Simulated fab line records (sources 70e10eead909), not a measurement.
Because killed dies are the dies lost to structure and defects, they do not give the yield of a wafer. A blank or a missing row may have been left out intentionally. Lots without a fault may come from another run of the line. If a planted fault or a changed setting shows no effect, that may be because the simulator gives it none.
Matching of chambers -- flow nand-harc -- NHARC_A_CHANNEL_HOLE_D2_ETCH_38 on rie-diel-11 has 4 sister chambers
The step etches the open film in CF4, target depth 39 nm, time 65 s. 8 wafers are shown with their chamber, then 8 later ones without.

## EACH WAFER AND ITS CHAMBER
wafer,chamber,showerhead-plenum-p-Torr (Torr),drypump-motor-current-A (A)
L075.2,2,1.90,6.0
L080.4,2,1.89,6.0
L080.5,1,1.71,6.1
L084.1,1,1.71,6.1
L085.1,3,1.88,5.1
L085.3,0,1.83,6.7
L085.6,0,1.83,6.7
L088.3,3,1.88,5.2

## WAFERS WITHOUT THEIR CHAMBER
wafer,showerhead-plenum-p-Torr (Torr),drypump-motor-current-A (A)
L088.5,1.71,6.1
L088.6,1.89,6.0
L094.1,1.82,6.7
L094.4,1.88,5.1
L094.5,1.82,6.6
L096.4,1.82,6.7
L096.5,1.89,6.0
L096.6,1.87,5.1

## EACH ONE'S CHAMBER
wafer,from the rows above,in truth
L088.5,1,1
L088.6,2,2
L094.1,0,0
L094.4,3,3
L094.5,0,0
L096.4,0,0
L096.5,2,2
L096.6,3,3
Correctly placed: 8 of 8. Not placeable from these rows: 0. Wrongly placed: 0.
How it was worked out, from the rows above alone: a wafer's distance from a chamber is the root of the sum, over the readings, of the square of ((its reading less the chamber's mean) divided by the reading's scatter). If the next closest chamber is less than 2 further off than the closest, the wafer can't be placed; otherwise it belongs to the closest. For every chamber, the mean is computed from those of its wafers that are shown. The scatter: the root of (the sum of the squares of (reading less its chamber's mean) over the shown wafers, divided by (wafers less chambers)).
